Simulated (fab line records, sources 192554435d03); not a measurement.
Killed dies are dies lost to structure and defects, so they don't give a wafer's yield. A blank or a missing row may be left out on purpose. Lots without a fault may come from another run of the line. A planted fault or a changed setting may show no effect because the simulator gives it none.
fab line records | flow n5_finfet | part 2 of 2: steps 22 to 26 of 26
record lots=5 wafers=15 last_day=18
route steps=1938 shown BEOL_M3@946
lots that met no fault: from a run of the same line without faults
start_h: hours from the record's first day to the start of the lot's first wafer shown | wait_h: hours since the lot's step before | " the same as in the row above | L1.1+2: a row that stands for several wafers | - no value, or no start given | * or withheld: withheld | < > ~ a bound
route shown NAME@n: a module of which the file shows steps, and the number in the route of the first | usual: mean/standard deviation of fault-free wafers | same: alike in all rows | chamber/n: place in a boat | sites: the reading at each site | _std_site: their standard deviation | _edge_site: outer sites' mean less inner sites' | radius_mm: how far each site lies from the wafer's centre | mask NAME#n: copy n | behind: the tool/chamber that last shaped the wafer | hold: why the lot was held/for how many hours/how that ended | device: the transistor (n, p or np) that didn't switch | end of line: the same wafers' tests at the end of the route | a step without rows: its recipe alone | killed: dies lost to structure and defects at the first sort, not the wafer's yield | map: a wafer's dies, x killed, . not, _ none there
set.NAME: the setting as run; set.NAME@STEP: as run at that earlier step | model.NAME: the simulator's own value behind a step, which no gauge read
lots at some steps of the route; a table a step, a row a wafer
services: from which hour (start_h, from the record's first day; less than 0 if before it) a tool's chamber was out of use, for how many hours, and why
## steps
# step N5_BEOL_M3_OVL_MEAS_29
# recipe points_per_wafer=522
# usual V2_OVL=-0.4/0.72
# columns lot.wafer tool chamber start_h wait_h V2_OVL[nm]
L079.1 overlay-01 0 177.87 0.0 0.4
L079.2 " 0 " " -0.5
L079.3 " 0 " " -0.2
L080.1 overlay-01 0 207.22 0.0 -0.6
L080.4 " 0 " " -0.7
L080.5 " 0 " " -0.2
L082.2 overlay-02 0 227.42 0.0 -0.5
L082.3 " 0 " " -1.2
L082.4 " 0 " " -1.0
L086.2 overlay-02 0 234.53 0.0 -0.6
L086.3 " 0 " " -0.9
L086.6 " 0 " " -1.3
L095.2 overlay-01 0 300.11 0.0 -0.6
L095.4 " 0 " " 0.2
L095.5 " 0 " " 0.2
# step N5_BEOL_M3_INSPECT_30
# recipe mode=adi inspect_instrument=brightfield
# usual raw_defect_count=401/93
# columns lot.wafer tool chamber start_h wait_h raw_defect_count
L079.1 defect_inspect-02 - 177.93 0.1 294
L079.2 " - " " 291
L079.3 " - " " 336
L080.1 defect_inspect-02 - 207.28 0.1 288
L080.4 " - " " 276
L080.5 " - " " 283
L082.2 defect_inspect-01 - 227.48 0.0 325
L082.3 " - " " 344
L082.4 " - " " 465
L086.2 defect_inspect-01 - 234.58 0.0 326
L086.3 " - " " 433
L086.6 " - " " 543
L095.2 defect_inspect-02 - 300.17 0.0 435
L095.4 " - " " 427
L095.5 " - " " 381
# step N5_BEOL_M3_DESCUM_33
# recipe chemistry=O2 time_s=7 source_power_w=50 bias_power_w=20 pressure_mtorr=20 rf_frequency_hz=2.712e+07 temp_c=40 resist=CAR-EUV o2_flow_sccm=225
# usual bias_power_w=20.00/0.059 chamber_pressure_mTorr=19.999/0.017 drypump_motor_current_A=5.7/0.51 oes_product_au=0.78/0.066 rf_vpp_V=243.2/1.3 showerhead_plenum_p_Torr=2.10/0.069 throttle_valve_pct=20.33/0.18
# columns lot.wafer tool chamber start_h wait_h bias_power_w chamber_pressure_mTorr drypump_motor_current_A oes_product_au rf_hours_counter_h rf_vpp_V showerhead_plenum_p_Torr throttle_valve_pct
L079.1 rie_diel-05 1 177.97 0.0 20.03 20.026 6.0 0.75 153 244.3 2.09 20.17
L079.2 " 2 " " 19.99 20.009 5.3 0.93 25 243.2 2.04 20.20
L079.3 " 0 " " 20.07 20.017 5.1 0.76 157 244.2 2.18 20.22
L080.1 rie_diel-05 3 207.31 0.0 19.98 20.002 5.8 0.75 154 244.6 2.19 20.16
L080.4 " 2 " " 20.02 20.019 5.3 0.90 37 242.5 2.04 20.23
L080.5 " 3 " " 20.05 19.976 5.8 0.75 - 243.4 2.19 20.19
L082.2 rie_diel-05 2 227.51 0.0 19.98 19.984 5.3 0.89 42 241.9 2.04 20.23
L082.3 " 1 " " 20.00 19.962 6.0 0.74 169 244.0 2.09 20.20
L082.4 " 3 " " 19.92 20.021 5.8 0.75 159 243.5 2.19 20.20
L086.2 rie_diel-05 1 234.66 0.1 19.95 20.003 6.0 0.73 171 242.2 2.09 20.21
L086.3 " 0 " " 20.00 19.990 5.0 0.75 175 244.2 2.17 20.26
L086.6 " 1 " " 20.01 20.008 6.0 0.74 - 243.9 2.09 20.20
L095.2 rie_diel-02 2 300.20 0.0 19.98 20.008 6.1 0.79 101 244.0 2.12 20.55
L095.4 " 3 " " 20.02 19.994 4.7 0.79 96 242.1 2.01 20.11
L095.5 " 0 " " 19.94 19.981 5.7 0.79 - 242.0 2.11 20.12
# step N5_BEOL_M3_ETCH_77
# recipe chemistry=N2/H2 target=underlayer target_depth_a=65 mask_material=CAR-EUV time_s=5.2 ion_energy_ev=200 pressure_mtorr=30 source_w=840 bias_w=150 n2_flow_sccm=200 h2_flow_sccm=200 ends=cleared
# usual chamber_pressure_mTorr=30.00/0.045 drypump_motor_current_A=5.7/0.51 etch_rf_on_time_s=5.23/0.072 oes_product_au=0.66/0.055 rf_vpp_V=523.9/2.4 showerhead_plenum_p_Torr=2.54/0.083 throttle_valve_pct=17.72/0.18
# columns lot.wafer tool chamber start_h wait_h chamber_pressure_mTorr drypump_motor_current_A etch_rf_on_time_s oes_product_au rf_hours_counter_h rf_vpp_V showerhead_plenum_p_Torr throttle_valve_pct
L079.1 rie_diel-05 1 178.00 0.0 30.03 6.0 5.16 0.64 153 522.5 2.53 17.48
L079.2 " 2 " " 30.02 5.3 5.20 0.79 25 522.4 2.49 17.68
L079.3 " 0 " " 29.95 5.0 5.25 0.66 157 525.7 2.65 17.65
L080.1 rie_diel-05 3 207.35 0.0 30.01 5.8 5.31 0.63 154 524.1 2.65 17.53
L080.4 " 2 " " 30.08 5.3 5.26 0.77 37 520.1 2.49 17.71
L080.5 " 3 " " 30.03 5.7 5.33 0.63 - 527.5 2.65 17.56
L082.2 rie_diel-05 2 227.54 0.0 30.03 5.3 5.24 0.76 42 524.8 2.49 17.67
L082.3 " 1 " " 29.98 6.0 5.18 0.63 169 522.2 2.52 17.47
L082.4 " 3 " " 30.06 5.8 5.34 0.63 159 526.2 2.65 17.56
L086.2 rie_diel-05 1 234.69 0.0 29.97 6.0 5.24 0.63 171 522.0 2.52 17.51
L086.3 " 0 " " 29.98 5.0 5.39 0.63 175 526.1 2.65 17.71
L086.6 " 1 " " 30.00 6.0 5.27 0.63 - 523.6 2.52 17.47
L095.2 rie_diel-02 2 300.24 0.0 30.06 6.1 5.11 0.67 101 526.6 2.56 17.90
L095.4 " 3 " " 30.00 4.7 5.21 0.68 96 521.3 2.46 17.62
L095.5 " 0 " " 29.91 5.8 5.35 0.66 - 523.6 2.55 17.43
# step N5_BEOL_M3_ETCH_69
# recipe chemistry=CF4 target=SiARC target_depth_a=156 mask_material=CAR-EUV time_s=26 ion_energy_ev=80 pressure_mtorr=40 source_w=545 bias_w=36 Ar_flow_sccm=100 cf4_flow_sccm=100 ends=cleared
# usual chamber_pressure_mTorr=40.00/0.037 drypump_motor_current_A=5.7/0.51 etch_rf_on_time_s=26.1/0.35 oes_product_au=0.67/0.055 rf_vpp_V=183.9/1.1 showerhead_plenum_p_Torr=2.14/0.065 throttle_valve_pct=15.50/0.15
# columns lot.wafer tool chamber start_h wait_h chamber_pressure_mTorr drypump_motor_current_A etch_rf_on_time_s oes_product_au rf_hours_counter_h rf_vpp_V showerhead_plenum_p_Torr throttle_valve_pct
L079.1 rie_diel-05 1 178.02 0.0 40.02 6.0 26.1 0.65 153 183.6 2.14 15.40
L079.2 " 2 " " 40.02 5.3 26.2 0.78 25 184.5 2.10 15.34
L079.3 " 0 " " 40.00 5.0 26.3 0.65 157 185.2 2.23 15.49
L080.1 rie_diel-05 3 207.36 0.0 39.98 5.8 26.0 0.64 154 186.1 2.22 15.35
L080.4 " 2 " " 39.95 5.3 26.0 0.77 37 183.8 2.10 15.39
L080.5 " 3 " " 39.99 5.8 26.2 0.64 - 184.7 2.22 15.33
L082.2 rie_diel-05 2 227.56 0.0 39.99 5.3 26.2 0.77 42 185.5 2.10 15.40
L082.3 " 1 " " 39.95 6.0 25.8 0.63 169 184.0 2.13 15.42
L082.4 " 3 " " 39.96 5.8 26.6 0.63 159 184.5 2.22 15.35
L086.2 rie_diel-05 1 234.71 0.0 40.01 6.0 26.1 0.63 171 184.6 2.13 15.42
L086.3 " 0 " " 40.01 5.0 26.6 0.64 175 186.1 2.22 15.52
L086.6 " 1 " " 40.03 6.0 26.0 0.63 - 182.6 2.13 15.41
L095.2 rie_diel-02 2 300.25 0.0 40.05 6.1 25.6 0.67 101 184.4 2.16 15.67
L095.4 " 3 " " 40.03 4.7 25.6 0.68 96 184.0 2.07 15.37
L095.5 " 0 " " 39.95 5.8 26.4 0.66 - 183.2 2.15 15.30
## services
# columns tool chamber start_h hours kind
euv_scanner-02 - 169.66 0.6 repair
rie_diel-02 3 173.20 15.3 repair
euv_scanner-01 - 174.16 4.6 pm
euv_scanner-02 - 178.76 1.0 pm
rie_diel-02 0 191.16 13.6 repair
euv_scanner-01 - 197.73 1.0 pm
rie_metal-01 1 206.10 - clean
euv_scanner-02 - 229.62 0.8 repair
euv_scanner-02 - 234.62 1.0 pm
rie_diel-06 2 235.12 - clean
rie_diel-06 2 235.12 - consumable_replace:focus_ring
rie_diel-06 2 235.12 34.8 scheduled_down
rie_diel-06 2 235.12 34.8 vent_cycle
euv_scanner-02 - 253.28 0.4 repair
euv_scanner-01 - 253.92 1.0 pm
rie_diel-05 1 268.62 5.2 repair
rie_diel-06 0 269.92 - clean
rie_diel-06 0 269.92 - consumable_replace:focus_ring
rie_diel-06 0 269.92 19.5 scheduled_down
rie_diel-06 0 269.92 19.5 vent_cycle
rie_metal-01 - 272.06 14.6 pm
euv_scanner-02 - 290.73 1.0 pm
euv_scanner-02 - 292.21 4.6 pm
rie_diel-05 0 295.90 7.5 repair
